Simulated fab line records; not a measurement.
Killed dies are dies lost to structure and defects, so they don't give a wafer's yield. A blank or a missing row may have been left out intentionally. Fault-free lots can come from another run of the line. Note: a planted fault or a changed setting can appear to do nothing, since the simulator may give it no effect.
Chamber matching + flow n5-finfet + pecvd-04 running N5_BEOL_M6_ILD_DEP_00: 3 sister chambers
The step deposits SiCOH lowk from DEMS/porogen, target thk 179.75 nm, time 33.4 s. 6 wafers are shown with their chamber, then 7 later ones without.

## WAFERS, EACH WITH ITS CHAMBER
| wafer  | chamber | showerhead-plenum-p-Torr (Torr) | throttle-valve-pct (%) |
|--------|---------|---------------------------------|------------------------|
| L074.5 | 2       | 5.735                           | 16.6                   |
| L079.2 | 0       | 5.687                           | 14.4                   |
| L079.4 | 2       | 5.728                           | 12.2                   |
| L079.6 | 1       | 5.731                           | 14.2                   |
| L082.2 | 1       | 5.748                           | 14.1                   |
| L082.4 | 0       | 5.691                           | 14.3                   |

## WAFERS WITH NO CHAMBER GIVEN
| wafer  | showerhead-plenum-p-Torr (Torr) | throttle-valve-pct (%) |
|--------|---------------------------------|------------------------|
| L082.5 | 5.744                           | 12.4                   |
| L084.1 | 5.739                           | 13.9                   |
| L084.4 | 5.745                           | 14.1                   |
| L084.5 | 5.732                           | 12.4                   |
| L093.1 | 5.737                           | 13.9                   |
| L093.4 | 5.723                           | 12.5                   |
| L093.6 | 5.689                           | 14.5                   |

## WHICH CHAMBER EACH ONE RAN IN
| wafer  | from the rows above     | in truth |
|--------|-------------------------|----------|
| L082.5 | can't be placed: 1 or 2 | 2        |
| L084.1 | can't be placed: 1 or 2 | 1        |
| L084.4 | can't be placed: 1 or 2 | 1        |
| L084.5 | can't be placed: 2 or 1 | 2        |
| L093.1 | can't be placed: 1 or 2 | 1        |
| L093.4 | can't be placed: 2 or 1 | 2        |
| L093.6 | 0                       | 0        |
1 of 7 placed correctly. Unplaceable from these rows: 6, with the true chamber sitting among the candidates in 6. Wrongly placed: 0.
How it was worked out, from the rows above alone: a wafer's distance from a chamber is the root of the sum, over the readings, of the square of ((its reading less the chamber's mean) divided by the reading's scatter). The wafer belongs to the nearest chamber; if the next one is less than 2 further off, it can't be placed. Each chamber's mean is taken over the wafers shown for it. The scatter: the root of (the sum of the squares of (reading less its chamber's mean) over the shown wafers, divided by (wafers less chambers)).
